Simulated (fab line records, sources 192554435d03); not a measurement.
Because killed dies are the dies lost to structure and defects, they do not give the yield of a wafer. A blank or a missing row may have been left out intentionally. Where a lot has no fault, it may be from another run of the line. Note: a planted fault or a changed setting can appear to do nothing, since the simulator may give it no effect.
Chamber matching | flow n5Finfet | N5_HKMG_FIN_ETCH_67 on rieDiel-06 has 4 sister chambers
The step etches SOC in N2/H2, stops on TiN, target depth 388.9 nm. 4 wafers are shown with their chamber, then 7 later ones without.

## WAFERS WITH THEIR CHAMBER
wafer  | chamber | drypumpMotorCurrentA (A)
L085.4 | 1       | 4.8
L088.5 | 0       | 6.2
L089.4 | 2       | 5.1
L089.5 | 3       | 5.9

## WAFERS WITHOUT THEIR CHAMBER
wafer  | drypumpMotorCurrentA (A)
L089.6 | 6.3
L091.2 | 5.9
L091.3 | 6.2
L091.4 | 5.1
L092.2 | 6.2
L092.5 | 5.9
L092.6 | 6.3

## CHAMBER TAKEN BY EACH
wafer  | from the rows above | in truth
L089.6 | 0                   | 0
L091.2 | 3                   | 3
L091.3 | 0                   | 0
L091.4 | 2                   | 2
L092.2 | 0                   | 0
L092.5 | 3                   | 3
L092.6 | 0                   | 0
Correct placement for 7 of the 7. From these rows, 0 cannot be placed. Number placed wrongly: 0.
How it was worked out, from the rows above alone: a wafer's distance from a chamber is the root of the sum, over the readings, of the square of ((its reading less the chamber's mean) divided by the reading's scatter). If the next closest chamber is less than 2 further off than the closest, the wafer can't be placed; otherwise it belongs to the closest. A chamber's mean is the mean of its shown wafers. The scatter: with one shown wafer a chamber, the root of the mean of the squares of how far each hidden wafer lies from its nearest shown one.
